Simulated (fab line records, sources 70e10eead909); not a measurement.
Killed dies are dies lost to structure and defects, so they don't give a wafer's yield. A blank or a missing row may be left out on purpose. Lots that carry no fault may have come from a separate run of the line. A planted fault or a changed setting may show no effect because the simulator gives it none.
Chamber matching / flow nandHarc / NHARC_A_M1_PRE_CLEAN_32 on pecvd-04: 3 sister chambers
The step time 12 s. 18 wafers are shown with their chamber, then 9 later ones without.

## WAFERS PAIRED WITH THEIR CHAMBERS
wafer=L077.2; chamber=1; heaterPowerW (W)=619; heaterPowerOuterW (W)=353
wafer=L077.4; chamber=1; heaterPowerW (W)=608; heaterPowerOuterW (W)=358
wafer=L077.6; chamber=0; heaterPowerW (W)=659; heaterPowerOuterW (W)=376
wafer=L079.1; chamber=2; heaterPowerW (W)=617; heaterPowerOuterW (W)=322
wafer=L079.2; chamber=1; heaterPowerW (W)=556; heaterPowerOuterW (W)=315
wafer=L079.6; chamber=0; heaterPowerW (W)=627; heaterPowerOuterW (W)=339
wafer=L082.1; chamber=0; heaterPowerW (W)=681; heaterPowerOuterW (W)=367
wafer=L082.2; chamber=2; heaterPowerW (W)=634; heaterPowerOuterW (W)=329
wafer=L082.3; chamber=1; heaterPowerW (W)=579; heaterPowerOuterW (W)=337
wafer=L082.4; chamber=0; heaterPowerW (W)=670; heaterPowerOuterW (W)=361
wafer=L082.5; chamber=1; heaterPowerW (W)=582; heaterPowerOuterW (W)=328
wafer=L082.6; chamber=2; heaterPowerW (W)=618; heaterPowerOuterW (W)=327
wafer=L089.3; chamber=2; heaterPowerW (W)=641; heaterPowerOuterW (W)=328
wafer=L089.4; chamber=2; heaterPowerW (W)=618; heaterPowerOuterW (W)=326
wafer=L089.5; chamber=1; heaterPowerW (W)=660; heaterPowerOuterW (W)=392
wafer=L089.1; chamber=0; heaterPowerW (W)=715; heaterPowerOuterW (W)=399
wafer=L089.2; chamber=1; heaterPowerW (W)=648; heaterPowerOuterW (W)=388
wafer=L089.6; chamber=0; heaterPowerW (W)=705; heaterPowerOuterW (W)=403

SIGNATURES (averages over the wafers above)
reading=heaterPowerW; chamber 0=676.17; chamber 1=607.43; chamber 2=625.60; scatter within a chamber=30.8
reading=heaterPowerOuterW; chamber 0=374.17; chamber 1=353.00; chamber 2=326.40; scatter within a chamber=23.1
Rule: a wafer lies at a distance from a chamber equal to the root of the sum of squares, over the readings, of (its reading less the chamber's mean, divided by the reading's scatter). If the next closest chamber is less than 2 further off than the closest, the wafer can't be placed; otherwise it belongs to the closest. The scatter is the square root of a quotient: the sum, over the shown wafers, of each reading's squared deviation from its chamber's mean, divided by wafers minus chambers.

## WAFERS WITHOUT THEIR CHAMBER
wafer=L091.1; heaterPowerW (W)=643; heaterPowerOuterW (W)=360
wafer=L091.2; heaterPowerW (W)=590; heaterPowerOuterW (W)=306
wafer=L091.6; heaterPowerW (W)=661; heaterPowerOuterW (W)=385
wafer=L094.2; heaterPowerW (W)=595; heaterPowerOuterW (W)=316
wafer=L094.3; heaterPowerW (W)=615; heaterPowerOuterW (W)=373
wafer=L094.5; heaterPowerW (W)=644; heaterPowerOuterW (W)=378
wafer=L094.1; heaterPowerW (W)=668; heaterPowerOuterW (W)=380
wafer=L094.4; heaterPowerW (W)=632; heaterPowerOuterW (W)=373
wafer=L094.6; heaterPowerW (W)=603; heaterPowerOuterW (W)=305

## THE CHAMBER EACH PASSED THROUGH
wafer=L091.1; from the rows above=can't be placed: 1 or 0 or 2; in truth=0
wafer=L091.2; from the rows above=can't be placed: 2 or 1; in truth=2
wafer=L091.6; from the rows above=can't be placed: 0 or 1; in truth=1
wafer=L094.2; from the rows above=can't be placed: 2 or 1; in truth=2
wafer=L094.3; from the rows above=can't be placed: 1 or 0 or 2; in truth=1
wafer=L094.5; from the rows above=can't be placed: 0 or 1 or 2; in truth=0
wafer=L094.1; from the rows above=can't be placed: 0 or 1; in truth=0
wafer=L094.4; from the rows above=can't be placed: 1 or 0 or 2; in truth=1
wafer=L094.6; from the rows above=can't be placed: 2 or 1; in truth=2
Placed correctly: 0 of 9. Can't be placed from these rows: 9 (the true chamber is among the candidates in 9). Number placed wrongly: 0.
